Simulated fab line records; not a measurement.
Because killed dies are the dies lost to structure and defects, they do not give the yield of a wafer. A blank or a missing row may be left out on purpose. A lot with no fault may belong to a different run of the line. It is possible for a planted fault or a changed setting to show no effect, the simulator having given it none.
Chamber matching	flow n5 finfet	N5_BEOL_M6_CMP_52 on cmp-02 has 4 sister chambers
The step polishes, stops on SiCOH lowk, t overpolish 6.9 s, target thk 80 nm. 8 wafers are shown with their chamber, then 12 later ones without.

== WAFERS WITH THEIR CHAMBER ==
wafer	chamber	motor current A (A)	barrier field endpoint s (s)
L086.1	1	5.4	28.9
L084.6	1	5.5	29.7
L087.1	2	4.8	29.9
L087.2	3	5.6	31.0
L087.3	0	6.2	28.7
L088.1	2	4.8	28.6
L088.3	0	6.0	29.0
L088.4	3	5.7	31.1

== WAFERS WITHOUT THEIR CHAMBER ==
wafer	motor current A (A)	barrier field endpoint s (s)
L090.1	6.3	29.0
L090.2	4.8	28.6
L090.3	5.2	28.2
L094.2	4.7	28.5
L094.3	5.6	29.9
L094.6	5.4	29.9
L097.2	4.6	29.0
L097.3	6.0	28.6
L097.5	5.2	30.3
L096.3	5.8	29.3
L096.4	5.5	30.7
L096.6	5.8	30.1

== WHICH CHAMBER EACH ONE RAN IN ==
wafer	from the rows above	in truth
L090.1	0	0
L090.2	2	2
L090.3	can't be placed: 1 or 2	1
L094.2	2	2
L094.3	can't be placed: 1 or 3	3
L094.6	1	1
L097.2	2	2
L097.3	0	0
L097.5	can't be placed: 1 or 2 or 3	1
L096.3	can't be placed: 0 or 3 or 1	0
L096.4	can't be placed: 3 or 1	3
L096.6	can't be placed: 3 or 0 or 1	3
Correctly placed: 6 of 12. Can't be placed from these rows: 6 (the true chamber is among the candidates in 6). 0 placed wrongly.
How it was worked out, from the rows above alone: a wafer's distance from a chamber is the root of the sum, over the readings, of the square of ((its reading less the chamber's mean) divided by the reading's scatter). If the next closest chamber is less than 2 further off than the closest, the wafer can't be placed; otherwise it belongs to the closest. A chamber's mean is the mean of its shown wafers. The scatter: the root of (the sum of the squares of (reading less its chamber's mean) over the shown wafers, divided by (wafers less chambers)).
